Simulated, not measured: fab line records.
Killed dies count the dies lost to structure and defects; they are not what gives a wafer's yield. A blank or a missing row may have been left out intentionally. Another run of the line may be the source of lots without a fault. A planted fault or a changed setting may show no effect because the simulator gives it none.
Chamber matching + flow nandHarc + 3 sister chambers for NHARC_A_STAIRCASE_DEP_325 on pecvd-03
The step deposits SiO2, target thk 3800 nm. 6 wafers are shown with their chamber, then 7 later ones without.

## WAFERS PAIRED WITH THEIR CHAMBERS
| wafer  | chamber | heaterPowerW (W) | heaterPowerOuterW (W) |
|--------|---------|------------------|-----------------------|
| L334.5 | 2       | 573              | 311                   |
| L337.1 | 0       | 685              | 366                   |
| L337.3 | 2       | 700              | 410                   |
| L337.6 | 1       | 491              | 280                   |
| L339.1 | 1       | 510              | 299                   |
| L339.2 | 0       | 761              | 421                   |

## WAFERS WITH NO CHAMBER GIVEN
| wafer  | heaterPowerW (W) | heaterPowerOuterW (W) |
|--------|------------------|-----------------------|
| L339.4 | 479              | 268                   |
| L347.2 | 712              | 421                   |
| L347.3 | 748              | 404                   |
| L347.6 | 628              | 323                   |
| L349.2 | 759              | 432                   |
| L349.3 | 685              | 409                   |
| L349.6 | 617              | 318                   |

## WHICH CHAMBER EACH WENT THROUGH
| wafer  | from the rows above          | in truth |
|--------|------------------------------|----------|
| L339.4 | 1                            | 1        |
| L347.2 | can't be placed: 0 or 2      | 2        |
| L347.3 | can't be placed: 0 or 2      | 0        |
| L347.6 | can't be placed: 2 or 0 or 1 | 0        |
| L349.2 | can't be placed: 0 or 2      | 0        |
| L349.3 | can't be placed: 0 or 2      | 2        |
| L349.6 | can't be placed: 2 or 1 or 0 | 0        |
Correct placement for 1 of the 7. Not placeable from these rows: 6 (in 6, the candidates include the true chamber). Wrongly placed: 0.
How it was worked out, from the rows above alone: a wafer's distance from a chamber is the root of the sum, over the readings, of the square of ((its reading less the chamber's mean) divided by the reading's scatter). If the next closest chamber is less than 2 further off than the closest, the wafer can't be placed; otherwise it belongs to the closest. For every chamber, the mean is computed from those of its wafers that are shown. How the scatter is found: for the shown wafers, subtract from each reading the mean of its chamber, square and add these, divide the total by (wafers less chambers), then take the root.
